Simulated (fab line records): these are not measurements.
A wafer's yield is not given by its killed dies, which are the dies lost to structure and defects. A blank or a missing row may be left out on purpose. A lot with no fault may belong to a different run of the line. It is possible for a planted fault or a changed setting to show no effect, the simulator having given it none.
Split-lot trial -- flow n5 finfet -- route with 1938 steps; 7 lots, 21 wafers read

## ABOUT THE SPLIT
At N5_HKMG_FIN_ETCH_55 (etches SOC in N2/H2, target depth 240 nm, time 300 s), the setting time s was moved away from the recipe's 300 s on 10 of the 21 wafers read, by -14.0% to +19.9%. This setting was run at the recipe's value on the other wafers.

The reading is taken at the split's own step.

## THE READING
SiARC_of_HKMG_FIN_COAT_42.thk nm (the simulator's own value, which no gauge read), in nm, at N5_HKMG_FIN_ETCH_55 (etches SOC in N2/H2, target depth 240 nm, time 300 s). No usual value for it is given in the file. Average 21.1 nm, standard deviation 0.53 nm, over the 11 wafers here run with the recipe.

wafer,"tool, chamber at the split","time s as run, s",against the recipe,"SiARC_of_HKMG_FIN_COAT_42.thk nm, nm",against lot-mates on the recipe
L074.3,"rie diel-01, 0",333.4,+11.1%,20.2,no lot-mate on the recipe
L074.5,"rie diel-01, 0",333.4,+11.1%,20.4,no lot-mate on the recipe
L074.6,"rie diel-01, 1",333.4,+11.1%,19,no lot-mate on the recipe
L078.1,"rie diel-03, 3",300,recipe,20.8,-
L078.2,"rie diel-03, 2",257.9,-14.0%,23.6,+2.8
L078.4,"rie diel-03, 0",257.9,-14.0%,23.4,+2.6
L082.4,"rie diel-01, 0",300,recipe,21.6,-
L082.5,"rie diel-01, 1",333.2,+11.1%,19.2,-2.4
L082.6,"rie diel-01, 3",333.2,+11.1%,18.6,-3.0
L084.1,"rie diel-01, 1",300,recipe,20.8,-
L084.4,"rie diel-01, 1",271.8,-9.4%,22,+1.5
L084.6,"rie diel-01, 3",300,recipe,20.2,-
L089.1,"rie diel-03, 2",300,recipe,21.4,-
L089.4,"rie diel-03, 2",300,recipe,21.4,-
L089.5,"rie diel-03, 3",300,recipe,20.2,-
L092.2,"rie diel-05, 0",359.7,+19.9%,18.8,-2.8
L092.3,"rie diel-05, 3",359.7,+19.9%,17.8,-3.8
L092.6,"rie diel-05, 1",300,recipe,21.6,-
L097.1,"rie diel-05, 2",300,recipe,21.4,-
L097.3,"rie diel-05, 1",300,recipe,21.6,-
L097.6,"rie diel-05, 0",300,recipe,21.6,-

FIT RESULTS
A straight line over all 21 wafers: SiARC_of_HKMG_FIN_COAT_42.thk nm changes by -0.148 nm for each +1% of time s; r = -0.92; the points scatter about the line by 0.58 nm.
The same after taking each lot's own level away (the mean of its wafers on the recipe; 18 wafers): -0.184 nm for each +1%; r = -0.97; scatter 0.44 nm.
That fit puts the effect of the largest move of time s on the reading at 3.7 nm.
The span of the lots' own levels, 20.50 to 21.60 nm, comes to 2.1 times the standard deviation stated above.
In other words, the slope is changed by the lot-to-lot level; the two fits disagree.
Check: -4.07 nm against its lot-mates is what the line predicts for one of the wafers moved furthest among these (+19.9%) when that wafer is left out of the fit. Against them it came out at -2.8 nm.

## THESE WAFERS: OTHER SPLITS
Other splits were also applied to these wafers ahead of the reading. Each is held against what the fit with the lots' levels taken away leaves over:
other split on the same wafers,wafers away from the commonest value,r with SiARC_of_HKMG_FIN_COAT_42.thk nm (lot level and that fit taken away)
N5_SDB_COAT_05 spin rpm,9,-0.13
N5_HKMG_FIN_ETCH_54 source w,4,+0.03

## THE WHOLE CHAIN: every reading that the file lists as answering this split, in the file's order
step,what it does,reading,change (the file's fit),r (the file's)
N5_HKMG_FIN_ETCH_55,"etches SOC in N2/H2, target depth 240 nm, time 300 s","HKMG_FIN.feature depth nm (the simulator's own value, which no gauge read)",+2.94 nm for each +1% of the setting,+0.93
N5_HKMG_FIN_ETCH_55,"etches SOC in N2/H2, target depth 240 nm, time 300 s","etch.depth nm (the simulator's own value, which no gauge read)",+2.93 nm for each +1% of the setting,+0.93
N5_HKMG_FIN_ETCH_55,"etches SOC in N2/H2, target depth 240 nm, time 300 s","SiARC_of_HKMG_FIN_COAT_42.thk nm (the simulator's own value, which no gauge read)",-0.184 nm for each +1% of the setting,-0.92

## FILE'S OWN FIT
SiARC_of_HKMG_FIN_COAT_42.thk nm changes by -0.184 nm for each +1% of time s, r = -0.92.
